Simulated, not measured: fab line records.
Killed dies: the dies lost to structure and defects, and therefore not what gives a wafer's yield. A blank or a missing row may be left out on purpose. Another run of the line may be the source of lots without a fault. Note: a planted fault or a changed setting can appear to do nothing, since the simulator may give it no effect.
fab line records    flow n5_finfet
[record] lots = 7  wafers = 21
route steps=1938 shown HKMG_FIN@395 GATE_CUT@469 MOL_CONTACT_COAG@559 BEOL_M0_SAQP@636 BEOL_M1@770 BEOL_M3@931
start_h: hours from the record's first day to the start of the lot's first wafer shown    wait_h: how many hours have passed since the lot's step before this one    " unchanged from the row above    L1.1+2: a row that stands for several wafers    - value missing, or start not given    * or withheld: withheld    < > ~ a bound
route shown NAME@n: NAME is a module with steps in the file, n the number in the route of the first one    usual: average and standard deviation across the fault-free wafers    same: alike in all rows    chamber/n: place in a boat    sites: each site's reading    _std_site: standard deviation across them    _edge_site: mean of outer sites minus mean of inner sites    radius_mm: for every site, how far away it sits from the centre of the wafer    mask NAME#n: copy n    behind: the most recent tool/chamber to have shaped the wafer    hold: what put the lot on hold/how long, in hours/how the hold closed    device: whichever transistor did not switch (one of n, p or np)    end of line: tests of these same wafers at the route's end    step lacking rows: just its recipe    killed: not the wafer's yield, but the dies lost to structure and defects at the first sort    map: shows each die of a wafer: x if killed, . if not, _ if none is there
set.NAME: setting as actually run; set.NAME@STEP: the setting as run at that earlier step    model.NAME: the simulator's own value behind a step, which no gauge read
lots whose settings were changed on purpose; a table a step, a row a wafer
[[steps]]
[step N5_HKMG_FIN_EXPOSE_46]
[recipe] mask_id = NDIPOLE  na = 1.35  source_shape = conventional  sigma_outer = 0.8  polarization = unpolarized  dose_mj = 40
lot.wafer   tool             chamber  start_h  wait_h  mask       set.dose_mj
L074.3      arfi_scanner-02  0        78.55    -       NDIPOLE#0  40
L074.4+6    "                0        "        "       NDIPOLE#0  41.34
L076.4+5+6  arfi_scanner-02  0        86.32    -       NDIPOLE#0  40
L079.3+5+6  arfi_scanner-02  0        103.06   -       NDIPOLE#0  40
L085.1+2+6  arfi_scanner-01  0        148.91   -       NDIPOLE#0  40
L093.4      arfi_scanner-02  0        190.31   -       NDIPOLE#0  40
L093.5+6    "                0        "        "       NDIPOLE#0  42.03
L095.1+3    arfi_scanner-01  0        199.86   -       NDIPOLE#0  40
L095.2      "                0        "        "       NDIPOLE#0  42.13
L096.4+5    arfi_scanner-01  0        207.01   -       NDIPOLE#0  40
L096.6      "                0        "        "       NDIPOLE#0  37.46
[step N5_HKMG_FIN_PEB_47]
[recipe] peb_temp_c = withheld  peb_time_s = 60  resist = CAR-ArF
[step N5_HKMG_FIN_DEVELOP_48]
[recipe] develop_time_s = 30  developer = TMAH  resist = CAR-ArF  rinse_liquid = diw  dry = air_spin  dev_temp_c = 23
[step N5_HKMG_FIN_CD_MEAS_49]
[recipe] target_cd_nm = 202  landing_energy_ev = 500  detector = se_inlens  polarity = opening
[usual] cd_nm = 202.2/0.69
lot.wafer  tool       chamber  start_h  wait_h  set.dose_mj@HKMG_FIN_EXPOSE_46  cd_nm
L074.3     cd_sem-01  0        78.67    -       40                              202.8
L074.4     "          0        "        "       41.34                           204.4
L074.6     "          0        "        "       41.34                           204.1
L076.4     cd_sem-02  0        86.43    -       40                              202.7
L076.5     "          0        "        "       40                              201.8
L076.6     "          0        "        "       40                              201.9
L079.3     cd_sem-02  0        103.17   -       40                              203.6
L079.5     "          0        "        "       40                              203.6
L079.6     "          0        "        "       40                              203.5
L085.1     cd_sem-01  0        149.03   -       40                              203.3
L085.2     "          0        "        "       40                              201.7
L085.6     "          0        "        "       40                              202.1
L093.4     cd_sem-01  0        190.42   -       40                              201.6
L093.5     "          0        "        "       42.03                           204.2
L093.6     "          0        "        "       42.03                           205.2
L095.1     cd_sem-02  0        199.98   -       40                              202.5
L095.2     "          0        "        "       42.13                           204.3
L095.3     "          0        "        "       40                              202.0
L096.4     cd_sem-01  0        207.12   -       40                              202.7
L096.5     "          0        "        "       40                              202.6
L096.6     "          0        "        "       37.46                           198.7
[step N5_HKMG_FIN_DESCUM_53]
[recipe] chemistry = O2  time_s = 7.9  source_power_w = 50  bias_power_w = 20  pressure_mtorr = 20  rf_frequency_hz = 2.712e+07  temp_c = 40  resist = CAR-ArF  o2_flow_sccm = 225
[step N5_HKMG_FIN_ETCH_54]
[recipe] chemistry = CF4  target = SiARC  target_depth_a = 455  mask_material = CAR-ArF  time_s = 75.8  ion_energy_ev = 80  pressure_mtorr = 40  source_w = 545  bias_w = 36  Ar_flow_sccm = 100  cf4_flow_sccm = 100  ends = cleared
lot.wafer  tool         chamber  start_h  wait_h  set.dose_mj@HKMG_FIN_EXPOSE_46  model.HKMG_FIN.cd_offset_nm
L074.3     rie_diel-01  2        78.82    0.0     40                              1
L074.4     "            1        "        "       41.34                           2.4
L074.6     "            3        "        "       41.34                           2.2
L076.4     rie_diel-01  3        86.87    0.0     40                              0.8
L076.5     "            0        "        "       40                              0
L076.6     "            3        "        "       40                              0.2
L079.3     rie_diel-01  3        103.53   0.0     40                              1.2
L079.5+6   "            3,2      "        "       40                              1.4
L085.1     rie_diel-01  1        149.69   0.0     40                              1.4
L085.2     "            3        "        "       40                              -0.4
L085.6     "            2        "        "       40                              0
L093.4     rie_diel-01  3        190.54   0.0     40                              -0.4
L093.5     "            0        "        "       42.03                           2.4
L093.6     "            3        "        "       42.03                           3.4
L095.1     rie_diel-01  0        200.11   0.0     40                              0.8
L095.2     "            1        "        "       42.13                           2.6
L095.3     "            2        "        "       40                              -0.2
L096.4     rie_diel-05  0        207.35   0.0     40                              0.6
L096.5     "            1        "        "       40                              0.4
L096.6     "            3        "        "       37.46                           -3.8
[step N5_HKMG_FIN_ETCH_55]
[recipe] chemistry = N2/H2  target = SOC  target_depth_a = 2400  temp_c = 40  time_s = 300  ion_energy_ev = 200  mask_material = SiARC  pressure_mtorr = 30  source_w = 840  bias_w = 150  n2_flow_sccm = 200  h2_flow_sccm = 200
[usual] rf_vpp_V = 526.3/1.2
lot.wafer  tool         chamber  start_h  wait_h  set.bias_w  rf_vpp_V  model.etch.depth_nm  model.HKMG_FIN.feature_depth_nm  model.SiARC_of_HKMG_FIN_COAT_42.thk_nm
L074.3     rie_diel-01  2        78.88    0.0     139.2       501.2     224.9                225                              23
L074.4     "            1        "        "       150         529.1     244.4                244.4                            21.2
L074.6     "            3        "        "       150         525.4     243.6                243.6                            21
L076.4     rie_diel-01  3        86.93    0.0     129.3       478.0     226.8                226.8                            23.2
L076.5     "            0        "        "       150         527.1     245.5                245.4                            20.8
L076.6     "            3        "        "       129.3       479.4     225.6                225.6                            23.4
L079.3     rie_diel-01  3        103.59   0.0     150         526.8     238.8                238.8                            21
L079.5     "            3        "        "       150         526.3     239                  239                              21.2
L079.6     "            2        "        "       150         525.1     228.9                229                              21.8
L085.1     rie_diel-01  1        149.75   0.0     168.1       566.2     256.1                256.2                            19.2
L085.2     "            3        "        "       150         525.7     244.9                244.8                            20.8
L085.6     "            2        "        "       150         525.0     230.2                230.2                            21.8
L093.4     rie_diel-01  3        190.60   0.0     150         527.9     238.8                238.8                            21.2
L093.5     "            0        "        "       150         526.2     239.3                239.4                            21.2
L093.6     "            3        "        "       150         526.0     239.4                239.4                            21.2
L095.1     rie_diel-01  0        200.16   0.0     134.4       492.2     227.7                227.8                            23
L095.2     "            1        "        "       134.4       492.4     228.5                228.6                            23
L095.3     "            2        "        "       150         525.7     235.6                235.6                            21.4
L096.4     rie_diel-05  0        207.46   0.1     150         525.0     238.8                238.8                            21.6
L096.5     "            1        "        "       171.9       570.5     259.7                259.8                            19.2
L096.6     "            3        "        "       150         521.8     232.4                232.4                            21.6
[step N5_GATE_CUT_ETCH_58]
[recipe] chemistry = CH3F/O2  target = SiNx  target_depth_a = 170  time_s = 128.6  ion_energy_ev = 50  pressure_mtorr = 30  source_w = 415  bias_w = 21  Ar_flow_sccm = 150  CH3F_flow_sccm = 30  O2_flow_sccm = 20
lot.wafer  tool         chamber  start_h  wait_h  set.time_s  model.etch.depth_nm
L074.3     rie_diel-06  2        87.17    0.2     137.3       17.95
L074.4     "            3        "        "       128.6       17.08
L074.6     "            2        "        "       137.3       18.01
L076.4     rie_diel-06  3        97.25    0.0     143.3       19.23
L076.5     "            0        "        "       143.3       19.09
L076.6     "            3        "        "       128.6       17.16
L079.3     rie_diel-04  0        112.86   0.1     128.6       16.3
L079.5     "            2        "        "       128.6       16.87
L079.6     "            3        "        "       128.6       16.56
L085.1     rie_diel-06  0        157.70   0.1     128.6       17.03
L085.2     "            3        "        "       128.6       16.85
L085.6     "            3        "        "       128.6       16.94
L093.4     rie_diel-04  3        198.61   0.0     128.6       16.57
L093.5     "            2        "        "       128.6       16.69
L093.6     "            1        "        "       128.6       16.7
L095.1     rie_diel-06  0        208.84   0.0     128.6       17
L095.2     "            2        "        "       128.6       16.63
L095.3     "            3        "        "       128.6       16.94
L096.4     rie_diel-04  0        215.69   0.0     128.6       16.45
L096.5     "            2        "        "       155.5       19.99
L096.6     "            3        "        "       155.5       20.09
[step N5_MOL_CONTACT_COAG_ALD_27]
[recipe] material = SiOC  target_thk_a = 170  temp_c = 400  ald_precursor_family = carbosiloxane  ald_co_reactant = H2-plasma  pulse_time_s = 1.5  time_s = 2720  purge_time_s = 2  co_reactant_purge_time_s = 2  ald_cycles = 340  pressure_torr = 2
lot.wafer   tool        chamber  start_h  wait_h  set.time_s  model.SiOC_of_MOL_CONTACT_COAG_ALD_27.thk_nm
L074.3      ald_sin-03  3        109.18   1.6     2330        14.4
L074.4      "           0        "        "       2720        17
L074.6      "           0        "        "       2330        14.6
L076.4      ald_sin-03  3        114.17   2.0     2919        17
L076.5+6    "           3,0      "        "       2720        17
L079.3+5+6  ald_sin-04  3,2,1    129.65   0.0     2720        17
L085.1+2    ald_sin-03  0,2      175.51   0.0     2720        17
L085.6      "           3        "        "       2162        13.6
L093.4+5+6  ald_sin-01  1,1,0    213.15   0.4     2285        14.2
L095.1+2    ald_sin-01  1,3      222.78   0.0     2720        17
L095.3      "           0        "        "       3154        17
L096.4      ald_sin-04  0        231.16   0.0     2720        17.2
L096.5+6    "           2,3      "        "       2720        17
[step N5_MOL_CONTACT_COAG_ETCHBACK_134]
[recipe] chemistry = CHF3  target = SiO2  target_depth_a = 100  time_s = 6.7  ion_energy_ev = 200  pressure_mtorr = 30  source_w = 610  bias_w = 170  Ar_flow_sccm = 200  CHF3_flow_sccm = 50
lot.wafer  tool         chamber  start_h  wait_h  set.time_s  model.CAR-EUV_of_MOL_CONTACT_COAG_COAT_34.thk_nm
L074.3+4   rie_diel-01  1        115.69   0.2     7.755       15.4
L074.6     "            0        "        "       7.755       15.2
L076.4+6   rie_diel-05  1,3      118.83   0.1     7.516       15.2
L076.5     "            0        "        "       6.7         15.4
L079.3     rie_diel-03  2        135.86   0.1     6.7         15.2
L079.5+6   "            1,2      "        "       6.7         15.4
L085.1     rie_diel-01  0        180.71   0.1     5.249       15.6
L085.2     "            1        "        "       6.7         15.2
L085.6     "            1        "        "       5.249       15.8
L093.4+5   rie_diel-05  1,0      219.21   0.1     6.7         15.4
L093.6     "            2        "        "       5.23        15.8
L095.1+2   rie_diel-03  2,3      227.70   0.1     6.7         15.4
L095.3     "            0        "        "       7.293       15.2
L096.4+6   rie_diel-05  1,0      236.90   0.2     6.7         15.4
L096.5     "            1        "        "       7.127       15.2
[step N5_BEOL_M0_SAQP_PECVD_96]
[recipe] material = a-Si  target_thk_a = 450  temp_c = 350  precursor = SiH4/He  pressure_torr = 3  rf_w = 100  time_s = 45.2
lot.wafer  tool      chamber  start_h  wait_h  set.time_s  model.a-Si_of_BEOL_M0_SAQP_PECVD_96.thk_nm
L074.3     pecvd-01  0        122.52   0.0     48.32       47.6
L074.4     "         0        "        "       48.32       49.2
L074.6     "         2        "        "       45.2        45.6
L076.4     pecvd-02  2        123.73   0.0     45.2        44.8
L076.5     "         0        "        "       49          48.6
L076.6     "         1        "        "       49          49
L079.3     pecvd-03  1        140.87   0.0     45.2        44.8
L079.5     "         1        "        "       45.2        45
L079.6     "         0        "        "       45.2        45.2
L085.1     pecvd-01  0        187.28   0.0     38.62       37.8
L085.2     "         2        "        "       45.2        44.2
L085.6     "         1        "        "       45.2        45.2
L093.4     pecvd-01  1        248.01   0.0     38.62       39
L093.5     "         2        "        "       45.2        44.8
L093.6     "         0        "        "       38.62       37.8
L095.1     pecvd-03  0        248.29   0.0     45.2        44.8
L095.2     "         1        "        "       47.6        46.4
L095.3     "         2        "        "       45.2        44.2
L096.4     pecvd-02  1        249.21   0.0     45.2        45.8
L096.5     "         0        "        "       45.2        45.2
L096.6     "         2        "        "       46.9        47.6
[step N5_BEOL_M1_ETCH_64]
[recipe] chemistry = N2/H2  target = SOC  target_depth_a = 750  overetch_a = 150  mask_material = SiARC  temp_c = 40  time_s = 112.5  ion_energy_ev = 200  pressure_mtorr = 30  source_w = 840  bias_w = 150  n2_flow_sccm = 200  h2_flow_sccm = 200
[usual] rf_vpp_V = 523.9/2.1
lot.wafer  tool         chamber  start_h  wait_h  set.source_w  rf_vpp_V
L076.4     rie_diel-06  3        137.80   0.1     840           520.5
L076.5     "            1        "        "       840           523.6
L076.6     "            3        "        "       840           522.0
L074.3     rie_diel-04  1        138.18   0.0     709.3         552.8
L074.4     "            0        "        "       840           523.5
L074.6     "            0        "        "       709.3         552.8
L079.3     rie_diel-06  2        154.45   0.0     840           523.1
L079.5     "            3        "        "       840           522.2
L079.6     "            2        "        "       840           522.4
L085.1     rie_diel-06  3        203.71   0.0     904.8         507.5
L085.2     "            0        "        "       840           523.9
L085.6     "            2        "        "       904.8         509.6
L093.4     rie_diel-06  2        260.29   0.1     788.8         534.8
L093.5     "            1        "        "       840           523.0
L093.6     "            3        "        "       788.8         530.9
L095.1     rie_diel-02  2        262.39   0.0     840           523.6
L095.2     "            1        "        "       729.3         550.7
L095.3     "            0        "        "       840           524.9
L096.4     rie_diel-02  3        267.29   0.0     840           524.0
L096.5     "            3        "        "       730.7         549.2
L096.6     "            0        "        "       840           525.4
[step N5_BEOL_M1_COAT_67]
[recipe] resist = SOC  temp_c = 250  time_s = 60  spin_rpm = 1500  resist_thk_nm = 60
lot.wafer   tool            chamber  start_h  wait_h  set.spin_rpm  model.SOC_of_BEOL_M1_COAT_67.thk_nm
L076.4      litho_track-03  0        138.30   0.0     1500          59.8
L076.5      "               0        "        "       1381          62.6
L076.6      "               0        "        "       1381          62.4
L074.3      litho_track-04  0        138.63   0.0     1500          60
L074.4      "               0        "        "       1406          61.8
L074.6      "               0        "        "       1500          59.8
L079.3+6    litho_track-05  0        154.83   0.0     1500          60
L079.5      "               0        "        "       1500          59.8
L085.1+2+6  litho_track-04  0        204.19   0.0     1500          59.8
L093.4+5    litho_track-05  0        260.63   0.0     1500          59.8
L093.6      "               0        "        "       1500          60
L095.1      litho_track-03  0        262.78   0.0     1395          62.4
L095.2      "               0        "        "       1395          62.2
L095.3      "               0        "        "       1500          60
L096.4+5+6  litho_track-03  0        267.67   0.0     1500          60.2
[step N5_BEOL_M1_COAT_68]
[recipe] resist = SiARC  temp_c = 220  time_s = 60  spin_rpm = 1500  resist_thk_nm = 12
[step N5_BEOL_M1_COAT_76]
[recipe] resist = underlayer  temp_c = 205  time_s = 60  spin_rpm = 1500  resist_thk_nm = 5
[step N5_BEOL_M1_ALD_98]
[recipe] material = SiO2  target_thk_a = 25  temp_c = 100  ald_precursor_family = BDEAS  ald_co_reactant = O2-plasma  pulse_time_s = 1  co_reactant_pulse_time_s = 1  purge_time_s = 2  co_reactant_purge_time_s = 2  ald_cycles = 17  pressure_torr = 2
[step N5_BEOL_M1_ETCHBACK_99]
[recipe] chemistry = CHF3  target = SiO2  target_depth_a = 50  time_s = 10.4  source_w = 215  bias_w = 47  Ar_flow_sccm = 200  CHF3_flow_sccm = 12  ion_energy_ev = 100  pressure_mtorr = 30
[step N5_BEOL_M1_ETCH_70]
[recipe] chemistry = N2/H2  target = SOC  target_depth_a = 800  overetch_a = 160  mask_material = SiARC  temp_c = 40  time_s = 120  ion_energy_ev = 200  pressure_mtorr = 30  source_w = 840  bias_w = 150  n2_flow_sccm = 200  h2_flow_sccm = 200
lot.wafer  tool         chamber  start_h  wait_h  set.spin_rpm@BEOL_M1_COAT_67  model.etch.depth_nm
L076.4     rie_diel-04  3        139.00   0.0     1500                          59.75
L076.5     "            3        "        "       1381                          62.64
L076.6     "            0        "        "       1381                          62.39
L074.3     rie_diel-06  1        139.77   0.1     1500                          59.96
L074.4     "            3        "        "       1406                          61.81
L074.6     "            3        "        "       1500                          59.81
L079.3     rie_diel-06  3        157.90   0.0     1500                          60.05
L079.5     "            2        "        "       1500                          59.88
L079.6     "            3        "        "       1500                          59.97
L085.1     rie_diel-02  3        207.75   0.0     1500                          59.7
L085.2     "            1        "        "       1500                          59.8
L085.6     "            3        "        "       1500                          59.85
L093.4     rie_diel-06  1        264.28   0.0     1500                          59.83
L093.5     "            2        "        "       1500                          59.76
L093.6     "            3        "        "       1500                          59.95
L095.1     rie_diel-04  1        268.24   0.0     1395                          62.37
L095.2     "            0        "        "       1395                          62.2
L095.3     "            2        "        "       1500                          60.04
L096.4     rie_diel-02  0        272.26   0.0     1500                          60.21
L096.5     "            0        "        "       1500                          60.24
L096.6     "            1        "        "       1500                          60.13
[step N5_BEOL_M1_STRIP_71]
[recipe] chemistry = N2/H2  temp_c = 40  n2_flow_sccm = 200  h2_flow_sccm = 200  rf_frequency_hz = 6e+07
[step N5_BEOL_M1_STRIP_78]
[recipe] chemistry = N2/H2  temp_c = 40  n2_flow_sccm = 200  h2_flow_sccm = 200  rf_frequency_hz = 6e+07
[step N5_BEOL_M1_VIA_ETCH_34]
[recipe] chemistry = C4F6/O2  target_depth_a = 678  mask_material = SOC  pressure_mtorr = 15  ion_energy_ev = 250  taper_deg = 4  time_s = 64.4  source_w = 350  bias_w = 170  Ar_flow_sccm = 300  C4F6_flow_sccm = 10  O2_flow_sccm = 10
lot.wafer   tool         chamber  start_h  wait_h  set.spin_rpm@BEOL_M1_COAT_67  model.SOC_of_BEOL_M1_COAT_67.thk_nm
L076.4      rie_diel-04  3        139.10   0.0     1500                          52
L076.5      "            3        "        "       1381                          55
L076.6      "            0        "        "       1381                          54.8
L074.3      rie_diel-06  1        139.91   0.0     1500                          52
L074.4      "            3        "        "       1406                          53.8
L074.6      "            3        "        "       1500                          51.8
L079.3+5+6  rie_diel-06  3,2,3    158.00   0.0     1500                          52
L085.1+2    rie_diel-02  3,1      207.85   0.0     1500                          51.8
L085.6      "            3        "        "       1500                          52
L093.4      rie_diel-06  1        264.37   0.0     1500                          52
L093.5+6    "            2,3      "        "       1500                          51.8
L095.1+2    rie_diel-04  1,0      268.34   0.0     1395                          54.6
L095.3      "            2        "        "       1500                          52.2
L096.4+5+6  rie_diel-02  0,0,1    272.36   0.0     1500                          52.2
[step N5_BEOL_M3_ILD_DEP_00]
[recipe] material = SiOC  target_thk_a = 790  temp_c = 350  precursor = DEMS/O2  pressure_torr = 5  rf_w = 500  time_s = 15.3
lot.wafer  tool      chamber  start_h  wait_h  set.time_s  model.SiOC_of_BEOL_M3_ILD_DEP_00.thk_nm
L076.4     pecvd-01  1        154.08   0.1     13.9        72.4
L076.5     "         2        "        "       15.3        80.2
L076.6     "         0        "        "       13.9        72.2
L074.3     pecvd-03  2        154.30   0.0     16.87       87.8
L074.4     "         1        "        "       16.87       87.2
L074.6     "         0        "        "       15.3        80.8
L079.3     pecvd-01  2        169.88   0.0     15.3        78.8
L079.5     "         1        "        "       15.3        80.2
L079.6     "         2        "        "       15.3        80
L085.1     pecvd-02  1        221.95   0.0     15.3        78.6
L085.2     "         2        "        "       15.3        77.8
L085.6     "         1        "        "       15.3        80
L093.4     pecvd-03  1        278.31   0.1     15.3        80.4
L093.5     "         0        "        "       15.3        80
L093.6     "         2        "        "       13.87       72.4
L095.1     pecvd-03  1        280.02   0.0     15.3        76.6
L095.2     "         0        "        "       15.3        77.8
L095.3     "         2        "        "       15.3        76.2
L096.4     pecvd-02  1        286.43   0.1     15.3        79.6
L096.5     "         0        "        "       15.3        79.2
L096.6     "         2        "        "       15.3        79
[step N5_BEOL_M3_THK_MEAS_01]
[recipe] reads = SiOC_of_BEOL_M3_ILD_DEP_00
[usual] M3_ILD_THK = 79.0/1.1
lot.wafer  tool           chamber  start_h  wait_h  set.time_s@BEOL_M3_ILD_DEP_00  M3_ILD_THK[nm]
L076.4     film_metro-01  -        154.13   0.0     13.9                           72.4
L076.5     "              -        "        "       15.3                           80.1
L076.6     "              -        "        "       13.9                           72.2
L074.3     film_metro-01  -        154.36   0.1     16.87                          87.8
L074.4     "              -        "        "       16.87                          87.2
L074.6     "              -        "        "       15.3                           80.9
L079.3     film_metro-02  -        169.95   0.1     15.3                           78.8
L079.5     "              -        "        "       15.3                           80.2
L079.6     "              -        "        "       15.3                           80.1
L085.1     film_metro-02  -        222.02   0.0     15.3                           78.7
L085.2     "              -        "        "       15.3                           77.7
L085.6     "              -        "        "       15.3                           80.0
L093.4     film_metro-01  -        278.36   0.0     15.3                           80.4
L093.5     "              -        "        "       15.3                           80.0
L093.6     "              -        "        "       13.87                          72.3
L095.1     film_metro-02  -        280.09   0.0     15.3                           76.7
L095.2     "              -        "        "       15.3                           77.8
L095.3     "              -        "        "       15.3                           76.2
L096.4     film_metro-01  -        286.48   0.0     15.3                           79.5
L096.5     "              -        "        "       15.3                           79.2
L096.6     "              -        "        "       15.3                           79.1
[[key]]
[split] step = N5_HKMG_FIN_EXPOSE_46  setting = dose_mj  stated = 40  by = wafer
[response] step = N5_HKMG_FIN_CD_MEAS_49  reading = cd_nm  change = +0.536  per = 1%  r = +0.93
[response] step = N5_HKMG_FIN_ETCH_54  reading = model.HKMG_FIN.cd_offset_nm  change = +0.574  per = 1%  r = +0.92
[split] step = N5_HKMG_FIN_ETCH_55  setting = bias_w  stated = 150  by = wafer
[response] step = N5_HKMG_FIN_ETCH_55  reading = rf_vpp_V  change = +3.36  per = 1%  r = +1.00
[response] step = N5_HKMG_FIN_ETCH_55  reading = model.etch.depth_nm  change = +1.49  per = 1%  r = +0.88
[response] step = N5_HKMG_FIN_ETCH_55  reading = model.HKMG_FIN.feature_depth_nm  change = +1.49  per = 1%  r = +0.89
[response] step = N5_HKMG_FIN_ETCH_55  reading = model.SiARC_of_HKMG_FIN_COAT_42.thk_nm  change = -0.177  per = 1%  r = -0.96
[split] step = N5_GATE_CUT_ETCH_58  setting = time_s  stated = 128.6  by = wafer
[response] step = N5_GATE_CUT_ETCH_58  reading = model.etch.depth_nm  change = +0.169  per = 1%  r = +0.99
[split] step = N5_MOL_CONTACT_COAG_ALD_27  setting = time_s  stated = 2720  by = wafer
[response] step = N5_MOL_CONTACT_COAG_ALD_27  reading = model.SiOC_of_MOL_CONTACT_COAG_ALD_27.thk_nm  shape = bent  at_lowest = 13.6  at_stated = 17.02  at_highest = 17
[split] step = N5_MOL_CONTACT_COAG_ETCHBACK_134  setting = time_s  stated = 6.7  by = wafer
[response] step = N5_MOL_CONTACT_COAG_ETCHBACK_134  reading = model.CAR-EUV_of_MOL_CONTACT_COAG_COAT_34.thk_nm  change = -0.0206  per = 1%  r = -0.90
[split] step = N5_BEOL_M0_SAQP_PECVD_96  setting = time_s  stated = 45.2  by = wafer
[response] step = N5_BEOL_M0_SAQP_PECVD_96  reading = model.a-Si_of_BEOL_M0_SAQP_PECVD_96.thk_nm  change = +0.453  per = 1%  r = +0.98
[split] step = N5_BEOL_M1_ETCH_64  setting = source_w  stated = 840  by = wafer
[response] step = N5_BEOL_M1_ETCH_64  reading = rf_vpp_V  change = -1.91  per = 1%  r = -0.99
[split] step = N5_BEOL_M1_COAT_67  setting = spin_rpm  stated = 1500  by = wafer
[response] step = N5_BEOL_M1_COAT_67  reading = model.SOC_of_BEOL_M1_COAT_67.thk_nm  change = -0.327  per = 1%  r = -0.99
[response] step = N5_BEOL_M1_ETCH_70  reading = model.etch.depth_nm  change = -0.329  per = 1%  r = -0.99
[response] step = N5_BEOL_M1_VIA_ETCH_34  reading = model.SOC_of_BEOL_M1_COAT_67.thk_nm  change = -0.342  per = 1%  r = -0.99
[split] step = N5_BEOL_M3_ILD_DEP_00  setting = time_s  stated = 15.3  by = wafer
[response] step = N5_BEOL_M3_ILD_DEP_00  reading = model.SiOC_of_BEOL_M3_ILD_DEP_00.thk_nm  change = +0.774  per = 1%  r = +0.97
[response] step = N5_BEOL_M3_THK_MEAS_01  reading = M3_ILD_THK  change = +0.769  per = 1%  r = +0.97
